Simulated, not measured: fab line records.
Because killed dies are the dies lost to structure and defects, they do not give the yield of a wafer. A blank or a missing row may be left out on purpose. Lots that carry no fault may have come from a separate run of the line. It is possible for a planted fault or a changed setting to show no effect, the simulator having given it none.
fab line records	flow nandHarc
record lots=5	wafers=15	lastDay=35
route steps=1302 shown A_STAIRCASE@807 END@1302
lots that met no fault: from a run of the same line without faults
startH: start of the lot's first displayed wafer, in hours after the record's first day	waitH: time in hours since the lot's previous step	" the same as in the row above	L1.1+2: a single row standing in for several wafers	- either no value or no given start	* or withheld: withheld	< > ~ a bound
route shown NAME@n: NAME is a module with steps in the file, n the number in the route of the first one	usual: mean/standard deviation of fault-free wafers	same: alike in all rows	chamber/n: place in a boat	sites: readings site by site	_std_site: their standard deviation	_edge_site: inner sites' mean taken away from outer sites' mean	radiusMm: how far each site lies from the wafer's centre	mask NAME#n: copy n	behind: the tool/chamber that last shaped the wafer	hold: cause of the lot's hold/its duration in hours/its outcome	device: the n, p or np transistor that did not switch	end of line: tests of these same wafers at the route's end	a step given without rows: its recipe and nothing more	killed: dies that structure and defects cost at the first sort, which is not the same as the wafer's yield	map: the dies of a wafer, with x for killed, . for not killed, _ for no die there
set.NAME: the setting that was run; set.NAME@STEP: the one run at that earlier step	model.NAME: the simulator's own value behind a step, which no gauge read
lots seen at some steps along the route; tables by step, rows by wafer
services: from which hour (startH, from the record's first day; less than 0 if before it) a tool's chamber was out of use, for how many hours, and why
## steps
# step NHARC_A_STAIRCASE_DESCUM_291
# recipe timeS=3	o2FlowSccm=200	arFlowSccm=0	biasPowerW=0	chemistry=O2
# step NHARC_A_STAIRCASE_ETCH_292
# recipe cf4FlowSccm=100	chf3FlowSccm=30	arFlowSccm=0	rfW=500	biasW=200	chemistry=CF4/CHF3
# usual chf3FlowSccm=30.00/0.092	drypumpMotorCurrentA=5.7/0.5	mfcArSccm=0.005/0.0085	oesProductAu=0.935/0.018	rfVppV=369.5/2.1	showerheadPlenumPTorr=1.54/0.057	throttleValvePct=16.803/0.0088
lot.wafer	tool	chamber	startH	waitH	chf3FlowSccm	drypumpMotorCurrentA	mfcArSccm	oesProductAu	rfHoursCounterH	rfVppV	showerheadPlenumPTorr	throttleValvePct
L761.1	rieDiel-04	2	405.98	0.1	30.04	5.8	0	0.929	12	369.2	1.54	16.803
L761.2	"	3	"	"	29.99	6.2	0	0.929	15	369.8	1.61	16.802
L761.5	"	1	"	"	29.81	4.9	0	0.934	-	367.6	1.48	16.805
L767.1	rieDiel-04	2	470.00	0.1	29.88	5.8	0	0.921	35	369.6	1.53	16.804
L767.5	"	2	"	"	29.83	5.8	0	0.928	-	370.3	1.53	16.804
L767.6	"	3	"	"	30.19	6.2	0	0.926	-	372.3	1.60	16.797
L778.2	rieDiel-07	2	568.94	0.1	29.90	5.9	0.025	0.956	23	370.5	1.54	16.788
L778.3	"	3	"	"	29.89	6.1	0	0.960	26	368.7	1.50	16.797
L778.1	"	1	"	"	30.07	5.7	0	0.965	21	370.0	1.53	16.792
L779.4	rieDiel-04	2	603.36	0.5	30.02	5.7	0	0.918	23	368.6	1.52	16.797
L779.3	"	0	"	"	30.02	4.6	0	0.925	21	375.5	1.66	16.808
L779.6	"	2	"	"	30.09	5.7	0	0.936	-	370.0	1.52	16.781
L781.1	rieDiel-04	3	620.70	0.1	29.96	6.2	0	0.922	28	370.7	1.59	16.811
L781.4	"	2	"	"	30.03	5.7	0	0.929	28	368.6	1.52	16.809
L781.6	"	3	"	"	29.87	6.2	0	0.923	-	372.5	1.59	16.795
# step NHARC_A_STAIRCASE_HM_OPEN_460
# recipe o2FlowSccm=400	cosFlowSccm=20	arFlowSccm=0	rfW=500	biasW=300	chemistry=O2/COS
# usual drypumpMotorCurrentA=5.7/0.49	mfcArSccm=0.006/0.0087	oesProductAu=1.000/0.007	rfVppV=466.0/2.4	showerheadPlenumPTorr=3.06/0.11	throttleValvePct=28.331/0.0086
lot.wafer	tool	chamber	startH	waitH	drypumpMotorCurrentA	mfcArSccm	oesProductAu	rfHoursCounterH	rfVppV	showerheadPlenumPTorr	throttleValvePct
L761.1	rieDiel-04	2	-	-	5.8	0	0.996	12	465.7	3.05	28.338
L761.2	"	1	"	"	5.0	0	0.996	13	463.8	2.93	28.331
L761.5	"	2	"	"	5.8	0	0.993	-	465.8	3.05	28.321
L767.1	rieDiel-04	3	-	-	6.2	0	0.989	36	468.3	3.17	28.324
L767.6	"	2	"	"	5.8	0	1.000	-	465.5	3.04	28.331
L767.5	"	3	"	"	6.2	0	1.000	-	467.4	3.17	28.327
L778.1	rieDiel-07	3	-	-	6.1	0	1.005	26	464.7	2.99	28.315
L778.2	"	1	"	"	5.7	0	0.992	21	465.4	3.04	28.340
L778.3	"	2	"	"	5.9	0.025	1.002	23	466.3	3.06	28.336
L779.4	rieDiel-04	2	-	-	5.8	0	1.003	23	466.1	3.02	28.336
L779.3	"	0	"	"	4.6	0	1.005	22	471.3	3.30	28.334
L779.6	"	1	"	"	4.9	0	1.013	-	461.6	2.90	28.328
L781.4	rieDiel-04	1	-	-	4.9	0	0.998	28	461.7	2.90	28.343
L781.1	"	2	"	"	5.8	0	0.999	28	464.1	3.01	28.320
L781.6	"	0	"	"	4.7	0	1.012	-	471.6	3.30	28.327
# step NHARC_A_STAIRCASE_STRIP_461
# recipe o2FlowSccm=400	cosFlowSccm=20	arFlowSccm=0	biasW=0	chemistry=O2/COS
# step NHARC_A_STAIRCASE_ETCH_452
# recipe targetDepthA=300	overetchA=30	timeS=16.5	ionEnergyEv=100	cf4FlowSccm=80	o2FlowSccm=20	arFlowSccm=0	rfW=300	biasW=100	chemistry=CF4/O2
# usual drypumpMotorCurrentA=5.7/0.54	mfcArSccm=0.005/0.0084	oesProductAu=1.002/0.0071	rfVppV=197.4/1.4	showerheadPlenumPTorr=1.31/0.054	throttleValvePct=13.397/0.0096
lot.wafer	tool	chamber	startH	waitH	drypumpMotorCurrentA	mfcArSccm	oesProductAu	rfHoursCounterH	rfVppV	showerheadPlenumPTorr	throttleValvePct
L761.1	rieDiel-04	0	-	-	4.6	0	0.997	16	199.5	1.43	13.400
L761.2	"	2	"	"	5.8	0	1.009	12	196.9	1.30	13.396
L761.5	"	0	"	"	4.6	0	0.999	-	199.8	1.43	13.408
L767.1	rieDiel-04	2	-	-	5.8	0	1.015	36	196.2	1.30	13.414
L767.5	"	3	"	"	6.2	0	0.997	-	197.2	1.36	13.392
L767.6	"	0	"	"	4.6	0	1.008	-	199.9	1.42	13.405
L778.1	rieDiel-07	3	-	-	6.1	0	1.010	26	195.9	1.28	13.385
L778.2	"	1	"	"	5.7	0	1.002	21	199.8	1.30	13.390
L778.3	"	2	"	"	5.9	0.025	0.999	23	197.7	1.31	13.403
L779.3	rieDiel-04	0	-	-	4.6	0	1.014	22	199.8	1.41	13.408
L779.4	"	2	"	"	5.7	0	1.006	24	197.1	1.29	13.391
L779.6	"	1	"	"	4.9	0	1.003	-	194.6	1.24	13.380
L781.4	rieDiel-04	3	-	-	6.2	0	0.989	28	198.9	1.35	13.383
L781.1	"	0	"	"	4.6	0	1.000	28	199.4	1.41	13.379
L781.6	"	3	"	"	6.2	0	0.995	-	198.9	1.35	13.393
# step NHARC_A_STAIRCASE_ETCH_294
# recipe targetDepthA=49890	timeS=1211.6	ionEnergyEv=800	c4f8FlowSccm=80	o2FlowSccm=60	arFlowSccm=withheld	rfW=600	biasW=3000	chemistry=C4F8/O2/Ar
# usual oesProductAu=0.934/0.009	rfVppV=1823/9.5
lot.wafer	tool	chamber	startH	waitH	oesProductAu	rfHoursCounterH	rfVppV
L761.1	rieDiel-04	2	-	-	0.937	12	1822
L761.2	"	3	"	"	0.923	15	1833
L761.5	"	2	"	"	0.934	-	1821
L767.1	rieDiel-04	0	-	-	0.916	39	1844
L767.5	"	1	"	"	0.926	-	1809
L767.6	"	2	"	"	0.941	-	1820
L778.3	rieDiel-07	1	-	-	0.927	21	1818
L778.2	"	2	"	"	0.931	24	1822
L778.1	"	3	"	"	0.939	26	1816
L779.4	rieDiel-04	1	-	-	0.935	23	1809
L779.3	"	3	"	"	0.919	23	1830
L779.6	"	1	"	"	0.929	-	1808
L781.1	rieDiel-04	2	-	-	0.940	29	1819
L781.4	"	3	"	"	0.934	28	1830
L781.6	"	3	"	"	0.926	-	1830
# step NHARC_A_STAIRCASE_STRIP_295
# recipe o2FlowSccm=500	arFlowSccm=0	biasW=0	chemistry=O2
# usual drypumpMotorCurrentA=5.7/0.52	mfcArSccm=0.005/0.0081	oesProductAu=1.001/0.0068	rfVppV=57.7/0.78	showerheadPlenumPTorr=3.46/0.13	throttleValvePct=17.036/0.0084
lot.wafer	tool	chamber	startH	waitH	drypumpMotorCurrentA	mfcArSccm	oesProductAu	rfHoursCounterH	rfVppV	showerheadPlenumPTorr	throttleValvePct
L761.1	rieDiel-04	2	-	-	5.8	0	1.001	13	57.9	3.45	17.035
L761.2	"	0	"	"	4.6	0	1.003	17	58.4	3.76	17.028
L761.5	"	1	"	"	5.0	0	0.998	-	56.5	3.31	17.031
L767.1	rieDiel-04	1	-	-	5.0	0	1.005	39	56.1	3.30	17.038
L767.6	"	3	"	"	6.2	0	0.993	-	57.5	3.59	17.030
L767.5	"	0	"	"	4.6	0	1.000	-	58.8	3.75	17.030
L778.1	rieDiel-07	2	-	-	5.9	0.025	1.000	24	57.6	3.46	17.045
L778.3	"	3	"	"	6.1	0	1.005	27	57.4	3.38	17.031
L778.2	"	1	"	"	5.7	0	1.006	21	58.9	3.43	17.040
L779.4	rieDiel-04	0	-	-	4.6	0	0.996	23	58.6	3.73	17.035
L779.3	"	3	"	"	6.2	0	1.000	23	58.5	3.56	17.034
L779.6	"	1	"	"	5.0	0	1.004	-	57.5	3.28	17.030
L781.1	rieDiel-04	2	-	-	5.8	0	1.006	29	56.8	3.41	17.028
L781.4	"	3	"	"	6.2	0	1.012	29	57.6	3.56	17.038
L781.6	"	1	"	"	4.9	0	1.012	-	58.2	3.28	17.036
# step NHARC_A_STAIRCASE_STRIP_296
# recipe timeS=900	tempC=130	chemistry=SPM
# step NHARC_A_STAIRCASE_PRECLEAN_297
# recipe timeS=*	tempC=50	bathAgeMin=0	chemistry=SC1
# step NHARC_A_STAIRCASE_SRD_298
# step NHARC_A_STAIRCASE_HM_DEP_462
# recipe targetThkA=8000	tempC=400	material=aC
# step NHARC_A_STAIRCASE_DEP_301
# recipe targetThkA=300	targetThkNm=30	tempC=400	pressureTorr=3.5	flowSccm=200	rfW=350	material=SiON
# usual heaterPowerW=810/94	rfFwdPowerW=348.5/1.2
lot.wafer	tool	chamber	startH	waitH	heaterPowerW	rfFwdPowerW
L761.1	pecvd-04	1	410.00	1.6	787	348.2
L761.2	"	2	"	"	760	348.2
L761.5	"	0	"	"	828	348.1
L767.1	pecvd-01	1	474.70	1.6	880	348.8
L767.5	"	0	"	"	806	490.3
L767.6	"	2	"	"	740	348.4
L778.3	pecvd-02	2	573.28	0.9	714	347.0
L778.2	"	0	"	"	877	349.8
L778.1	"	1	"	"	727	348.9
L779.3	pecvd-01	1	608.03	1.0	821	348.0
L779.4	"	1	"	"	801	347.1
L779.6	"	2	"	"	703	346.6
L781.1	pecvd-04	1	627.28	1.6	761	350.8
L781.4	"	0	"	"	824	348.3
L781.6	"	2	"	"	804	349.3
# step NHARC_A_STAIRCASE_DEHYDRATE_302
# recipe tempC=150	timeS=120
# step NHARC_END_SORT_01
# recipe tempC=25
# usual killedAtArray=44/16	killedAtPeriphery=3.9/2.6	killedDies=48/16	killedOpen=3.1/1.9	killedShort=2.4/1.8
# same grossDies=677	killedAtOther=0
lot.wafer	tool	chamber	startH	waitH	killedAtArray	killedAtPeriphery	killedDies	killedOpen	killedShort
L761.1	prober-02	0	583.78	2.5	16	0	16	1	1
L761.2	prober-02	0	584.58	2.8	15	1	16	4	1
L761.5	prober-02	0	587.00	3.7	29	3	32	2	3
L767.1	prober-02	0	653.25	2.5	33	4	37	4	4
L767.5	prober-02	0	656.47	3.7	35	0	35	0	1
L767.6	prober-02	0	657.27	4.0	57	0	57	1	0
L778.1	prober-01	0	751.51	2.5	28	6	34	4	3
L778.2	prober-01	0	752.32	2.8	36	2	38	2	2
L778.3	prober-01	0	753.13	3.1	41	2	43	3	6
L779.3	prober-01	0	806.66	3.1	21	7	28	6	1
L779.4	prober-01	0	807.45	3.4	35	1	36	2	2
L779.6	prober-01	0	809.04	4.0	28	3	31	2	5
L781.1	prober-01	0	825.15	2.5	44	4	48	1	0
L781.4	prober-01	0	827.55	3.4	47	0	47	2	0
L781.6	prober-01	0	829.16	4.0	44	2	46	1	2
# killed by level:class
L761.1 A_CHANNEL_HOLE_D2:chamberFilmFlake=7 A_CONTACT:chamberFilmFlake=4 A_CHANNEL_HOLE_D2:geometricParticle:open=1 A_WL_FILL:geometricParticle:short=1 A_CHANNEL_FILL_D1:chamberFilmFlake=1 A_WL_FILL:chamberFilmFlake=1 A_CONTACT:unspecified=1
L761.2 A_CHANNEL_HOLE_D2:chamberFilmFlake=6 A_CONTACT:geometricParticle:open=2 A_CONTACT:chamberFilmFlake=2 P_CONTACT:geometricParticle:open=1 A_ONON_D1:geometricParticle:open=1 A_CHANNEL_FILL_D1:geometricParticle:short=1 A_CHANNEL_HOLE_D1:chamberFilmFlake=1 A_CHANNEL_FILL_D2:chamberFilmFlake=1
L761.5 A_CHANNEL_HOLE_D2:chamberFilmFlake=9 A_CHANNEL_FILL_D1:chamberFilmFlake=4 A_CONTACT:unspecified=4 A_CONTACT:chamberFilmFlake=4 A_CHANNEL_HOLE_D1:chamberFilmFlake=3 P_GATE:geometricParticle:short=1 P_M1:geometricParticle:open=1 A_CHANNEL_FILL_D1:geometricParticle:open=1
L767.1 A_CHANNEL_HOLE_D1:chamberFilmFlake=14 A_CHANNEL_HOLE_D2:chamberFilmFlake=5 A_CONTACT:chamberFilmFlake=5 A_ONON_D1:geometricParticle:short=3 P_CONTACT:geometricParticle:open=2 A_SLIT:chamberFilmFlake=2 P_GATE:geometricParticle:open=1 A_ONON_D1:geometricParticle:open=1
L767.5 A_CHANNEL_HOLE_D1:chamberFilmFlake=21 A_CHANNEL_HOLE_D2:chamberFilmFlake=8 A_CONTACT:chamberFilmFlake=3 A_CONTACT:geometricParticle:short=1 A_STAIRCASE:chamberFilmFlake=1 A_SLIT:chamberFilmFlake=1
L767.6 A_CHANNEL_HOLE_D1:chamberFilmFlake=39 A_CHANNEL_HOLE_D2:chamberFilmFlake=8 A_CONTACT:chamberFilmFlake=5 A_SLIT:chamberFilmFlake=3 A_M0:geometricParticle:open=1 A_WL_FILL:chamberFilmFlake=1
L778.1 A_SLIT:chamberFilmFlake=12 A_STAIRCASE:chamberFilmFlake=4 A_CONTACT:chamberFilmFlake=4 P_M2:chamberFilmFlake=3 A_CHANNEL_HOLE_D1:chamberFilmFlake=3 P_CONTACT:geometricParticle:open=1 P_M2:geometricParticle:short=1 A_CHANNEL_HOLE_D1:geometricParticle:short=1
L778.2 A_SLIT:chamberFilmFlake=20 A_CHANNEL_HOLE_D1:chamberFilmFlake=4 A_STAIRCASE:chamberFilmFlake=4 A_CONTACT:chamberFilmFlake=4 A_ONON_D2:geometricParticle:short=1 A_CHANNEL_FILL_D2:geometricParticle:short=1 A_CONTACT:geometricParticle:open=1 A_M0:geometricParticle:open=1
L778.3 A_SLIT:chamberFilmFlake=19 A_CHANNEL_HOLE_D1:chamberFilmFlake=7 A_ONON_D1:geometricParticle:short=3 A_CONTACT:chamberFilmFlake=3 A_WL_FILL:chamberFilmFlake=2 A_CHANNEL_HOLE_D1:geometricParticle:open=1 A_CHANNEL_FILL_D1:geometricParticle:short=1 A_CHANNEL_HOLE_D2:geometricParticle:open=1
L779.3 A_SLIT:chamberFilmFlake=12 A_CHANNEL_HOLE_D1:chamberFilmFlake=5 P_M0:geometricParticle:open=3 P_M2:chamberFilmFlake=2 P_GATE:geometricParticle:open=1 P_CONTACT:geometricParticle:open=1 A_CHANNEL_FILL_D2:geometricParticle:open=1 A_CHANNEL_FILL_D2:geometricParticle:short=1
L779.4 A_SLIT:chamberFilmFlake=18 A_CHANNEL_HOLE_D1:chamberFilmFlake=9 A_STAIRCASE:chamberFilmFlake=2 P_CONTACT:geometricParticle:short=1 A_WL_FILL:geometricParticle:short=1 A_CONTACT:geometricParticle:open=1 A_M0:geometricParticle:open=1 A_DECK1_JOINT:chamberFilmFlake=1
L779.6 A_SLIT:chamberFilmFlake=13 A_CHANNEL_HOLE_D1:chamberFilmFlake=4 A_ONON_D2:geometricParticle:short=2 A_ONON_D2:geometricParticle:open=1 A_CHANNEL_FILL_D2:geometricParticle:short=1 A_STAIRCASE:geometricParticle:short=1 A_SGD_CUT:geometricParticle:open=1 A_WL_FILL:geometricParticle:short=1
L781.1 A_SLIT:chamberFilmFlake=17 A_CHANNEL_HOLE_D1:chamberFilmFlake=9 A_CONTACT:chamberFilmFlake=7 A_WL_FILL:chamberFilmFlake=4 P_ZERO_WELL:chamberFilmFlake=3 A_CHANNEL_HOLE_D2:chamberFilmFlake=2 A_STAIRCASE:chamberFilmFlake=2 A_BONDPAD:chamberFilmFlake=2
L781.4 A_SLIT:chamberFilmFlake=18 A_CHANNEL_HOLE_D1:chamberFilmFlake=13 A_CHANNEL_HOLE_D2:chamberFilmFlake=5 A_CONTACT:chamberFilmFlake=5 A_WL_FILL:chamberFilmFlake=4 A_ONON_D2:geometricParticle:open=1 A_CONTACT:geometricParticle:open=1
L781.6 A_SLIT:chamberFilmFlake=18 A_CONTACT:chamberFilmFlake=9 A_CHANNEL_HOLE_D1:chamberFilmFlake=8 A_CHANNEL_HOLE_D2:chamberFilmFlake=3 A_ONON_D1:geometricParticle:short=2 P_GATE:chamberFilmFlake=2 A_WL_FILL:chamberFilmFlake=2 A_M0:geometricParticle:open=1
## services
tool	chamber	startH	hours	kind
rieDiel-04	0	389.01	-	clean
rieDiel-04	1	389.01	-	clean
rieDiel-04	2	389.01	-	clean
rieDiel-04	3	389.01	-	clean
pecvd-02	-	408.09	13.0	pm
rieDiel-07	1	408.63	3.9	repair
rieDiel-07	3	411.93	19.5	repair
rieDiel-04	0	413.51	-	clean
rieDiel-04	1	413.51	-	clean
rieDiel-04	2	413.51	-	clean
pecvd-04	-	431.62	0.8	repair
pecvd-04	-	450.68	13.0	pm
pecvd-04	-	465.44	0.2	repair
rieDiel-07	-	468.92	0.6	repair
rieDiel-07	-	471.23	9.0	pm
rieDiel-04	0	488.14	4.4	repair
pecvd-01	-	492.25	13.0	pm
rieDiel-04	1	492.65	4.0	repair
pecvd-01	-	522.38	0.6	repair
rieDiel-04	-	532.41	9.0	pm
rieDiel-07	-	550.42	0.9	repair
rieDiel-07	0	562.55	12.0	repair
pecvd-02	-	589.14	13.0	pm
pecvd-01	1	620.90	18.4	repair
## key
firstSign step=NHARC_A_STAIRCASE_DEP_301	reading=rfFwdPowerW	direction=up	sigmas=99+	usual=*	struck=*
effect none on later readings
metAt NHARC_A_STAIRCASE_DEP_301
struckWafers L767.5
testerLeftOut L767
fault kind=processParameterDrift	tool=pecvd-01	chamber=0	onsetH=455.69	steps=NHARC_A_STAIRCASE_DEP_301	channel=rfW	offset=*	shape=step	endH=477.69	actsIn=*	stated=*
# testerLeftOut: of these lots the tester's yield and bins aren't shown, on N5 and GAA mostly nor the transistor test; their killed dies are dies lost to structure and defects alone, not to doping, threshold or leakage, so they don't give the yield
